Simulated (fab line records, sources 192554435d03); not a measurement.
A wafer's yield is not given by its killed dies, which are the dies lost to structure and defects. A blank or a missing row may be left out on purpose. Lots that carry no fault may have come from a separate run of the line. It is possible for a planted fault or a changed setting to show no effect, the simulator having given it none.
3 desks, one fault | flow n5 finfet | each desk holds nothing but its own numbers, with what lay behind them at the end

DESK OF THE TOOL OWNER: litho track-05
The tool's own readings at N5_FIN_SAQP_COAT_49 (time 60 s, resist thk 100 nm): means of the sampled wafers that have a number, for each lot that ran on this tool. If a lot's mean is further than 4 standard deviations from the usual mean, the lot is out of limits and carries the mark OUT (the distance appears in the brackets).
Columns: A = exhaust pa at N5_FIN_SAQP_COAT_49, usual 45.2 Pa; B = spin speed rpm at N5_FIN_SAQP_COAT_49, usual 1500.0 rpm
lot  | first seen here | A    | B
L583 | day 1 21:16     | 44.9 | 1500.1
L587 | day 2 20:54     | 45.3 | 1500.9
L591 | day 3 21:25     | 45.2 | 1499.9
L598 | day 5 15:01     | 45.7 | 1543.3 (+43) OUT
L599 | day 5 21:17     | 44.4 | 1545.5 (+45) OUT
This desk's finding: out of limits on L598, L599; first on L598, day 5 15:01 (spin speed rpm at N5_FIN_SAQP_COAT_49). L583, L587, L591: within limits.

METROLOGY DESK
What the gauges read for every lot (on any tool): the sampled wafers with a number, averaged. If a lot's mean is further than 4 standard deviations from the usual mean, the lot is out of limits and carries the mark OUT (the distance appears in the brackets). It has 11 readings; the 7 that lie furthest out on some lot are the ones shown.
Columns: A = cd nm at N5_FIN_SAQP_CD_MEAS_16, usual 35.66 nm; B = DIBL_N at N5_BEOL_M4_RC_MEAS_101, usual 36.4 mV/V; C = ION_N at N5_BEOL_M4_RC_MEAS_101, usual 673 uA/um; D = ION_P at N5_BEOL_M4_RC_MEAS_101, usual 461 uA/um; E = SS_N at N5_BEOL_M4_RC_MEAS_101, usual 71.6 mV/dec; F = VT_N at N5_BEOL_M4_RC_MEAS_101, usual 249.4 mV; G = VT_P at N5_BEOL_M4_RC_MEAS_101, usual -250 mV
lot  | first seen here | A     | B    | C   | D   | E    | F     | G
L583 | day 1 21:31     | 35.66 | 36.3 | 685 | 459 | 71.0 | 247.6 | -252
L587 | day 2 21:17     | 35.74 | 36.4 | 665 | 466 | 71.6 | 250.5 | -246
L591 | day 3 21:47     | 36.16 | 35.8 | 670 | 464 | 71.7 | 248.0 | -247
L592 | day 4 04:25     | 35.99 | 35.1 | 654 | 449 | 71.6 | 252.5 | -252
L598 | day 5 15:23     | 35.53 | 35.5 | 663 | 456 | 71.8 | 251.3 | -250
L599 | day 5 21:39     | 35.57 | 36.1 | 659 | 451 | 71.9 | 253.0 | -252
L601 | day 6 11:09     | 35.84 | 36.0 | 668 | 455 | 71.3 | 250.2 | -255
L603 | day 6 21:49     | 35.49 | 38.9 | 672 | 463 | 71.7 | 249.6 | -246
L604 | day 7 03:23     | 35.84 | 35.4 | 664 | 457 | 71.0 | 250.0 | -249
L606 | day 7 15:25     | 35.57 | 38.1 | 674 | 463 | 71.7 | 249.6 | -245
This desk's finding: nothing out of limits on any of the 10 lots.

THE DEFECT DESK
Lot by lot, what the route's inspections counted, given as the mean of those sampled wafers with a number. If a lot's mean is further than 4 standard deviations from the usual mean, the lot is out of limits and carries the mark OUT (the distance appears in the brackets).
Columns: A = raw defect count at N5_PMOS_HMC_CHANNEL_EPI_INSPECT_30, usual 20
lot  | first seen here | A
L583 | day 1 20:19     | 23
L587 | day 2 19:53     | 17
L591 | day 3 20:26     | 21
L592 | day 4 02:56     | 16
L598 | day 5 14:04     | 18
L599 | day 5 20:19     | 25
L601 | day 6 09:43     | 17
L603 | day 6 20:29     | 18
L604 | day 7 02:03     | 18
L606 | day 7 13:56     | 16
This desk's finding: nothing out of limits on any of the 10 lots.

PUT TOGETHER
At day 5 15:01, on L598, L599, the tool owner's desk was in a position to raise an alarm.
Metrology desk: nothing out of limits seen.
Nothing the defect desk looked at was out of limits.
The metrology desk holds a record of L598, L599, inside its limits.
The defect desk has L598, L599 on record, within its limits.
Every lot named ran N5_FIN_SAQP_COAT_49 on litho track-05.

WHAT THE SIMULATOR HAD PUT IN
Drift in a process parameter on litho track-05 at N5_FIN_SAQP_COAT_49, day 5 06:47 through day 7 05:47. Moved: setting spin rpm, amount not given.
Struck lots among those shown: L598, L599.
How many hours passed from the start of the fault until each desk's first out-of-limits reading: the tool owner's desk, 8.
